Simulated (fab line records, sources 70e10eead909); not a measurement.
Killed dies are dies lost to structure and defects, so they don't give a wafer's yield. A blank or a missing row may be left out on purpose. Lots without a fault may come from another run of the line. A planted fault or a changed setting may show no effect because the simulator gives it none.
Chamber matching | flow nand_harc | NHARC_A_STAIRCASE_DEP_259 on pecvd-03: 3 sister chambers
The step deposits SiON, target thk 30 nm. 3 wafers are shown with their chamber, then 11 later ones without.

WAFERS WITH THEIR CHAMBER
wafer  | chamber | showerhead_vpp_V (V)
L093.2 | 0       | 1190
L093.6 | 2       | 1175
L092.1 | 1       | 1129

WAFERS WITHOUT THEIR CHAMBER
wafer  | showerhead_vpp_V (V)
L092.3 | 1164
L092.4 | 1159
L096.2 | 1179
L096.4 | 1181
L096.5 | 1167
L094.1 | 1174
L094.4 | 1156
L094.6 | 1191
L097.2 | 1213
L097.4 | 1188
L097.6 | 1161

WHICH CHAMBER EACH WENT THROUGH
wafer  | from the rows above          | in truth
L092.3 | can't be placed: 2 or 0 or 1 | 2
L092.4 | can't be placed: 2 or 1 or 0 | 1
L096.2 | can't be placed: 2 or 0      | 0
L096.4 | can't be placed: 2 or 0      | 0
L096.5 | can't be placed: 2 or 0      | 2
L094.1 | can't be placed: 2 or 0      | 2
L094.4 | can't be placed: 2 or 1 or 0 | 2
L094.6 | can't be placed: 0 or 2      | 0
L097.2 | can't be placed: 0 or 2      | 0
L097.4 | can't be placed: 0 or 2      | 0
L097.6 | can't be placed: 2 or 0 or 1 | 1
Placed correctly: 0 of 11. Can't be placed from these rows: 11 (the true chamber is among the candidates in 11). Placed wrongly: 0.
How it was worked out, from the rows above alone: a wafer's distance from a chamber is the root of the sum, over the readings, of the square of ((its reading less the chamber's mean) divided by the reading's scatter). The wafer belongs to the nearest chamber; if the next one is less than 2 further off, it can't be placed. A chamber's mean is the mean of its shown wafers. The scatter: with one shown wafer a chamber, the root of the mean of the squares of how far each hidden wafer lies from its nearest shown one.
